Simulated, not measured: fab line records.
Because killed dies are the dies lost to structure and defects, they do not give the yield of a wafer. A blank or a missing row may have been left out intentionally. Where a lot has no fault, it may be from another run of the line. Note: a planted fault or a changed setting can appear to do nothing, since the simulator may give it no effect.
Matching of chambers | flow nand harc | NHARC_A_WL_FILL_ALD_19 on ald metal-03 has 4 sister chambers
The step deposits TiN, target thk 2 nm, pulse time 3 s, ald cycles 100. 4 wafers are shown with their chamber, then 8 later ones without.

== WAFERS, EACH WITH ITS CHAMBER ==
wafer  | chamber | heater power w (W)
L079.4 | 0       | 1063
L089.1 | 2       | 1202
L089.4 | 1       | 948
L092.2 | 3       | 991

== WAFERS WHOSE CHAMBER IS MISSING ==
wafer  | heater power w (W)
L092.3 | 1207
L092.4 | 1058
L094.1 | 1057
L094.4 | 1004
L094.5 | 1065
L097.1 | 1093
L097.3 | 1191
L097.6 | 919

== WHICH CHAMBER EACH ONE RAN IN ==
wafer  | from the rows above | in truth
L092.3 | 2                   | 2
L092.4 | 0                   | 0
L094.1 | 0                   | 0
L094.4 | 3                   | 3
L094.5 | 0                   | 0
L097.1 | 0                   | 0
L097.3 | 2                   | 2
L097.6 | 1                   | 1
Placed correctly: 8 of 8. Not placeable from these rows: 0. Placed wrongly: 0.
How it was worked out, from the rows above alone: a wafer's distance from a chamber is the root of the sum, over the readings, of the square of ((its reading less the chamber's mean) divided by the reading's scatter). If the next closest chamber is less than 2 further off than the closest, the wafer can't be placed; otherwise it belongs to the closest. The mean given for a chamber averages the wafers shown for that chamber. The scatter: with one shown wafer a chamber, the root of the mean of the squares of how far each hidden wafer lies from its nearest shown one.
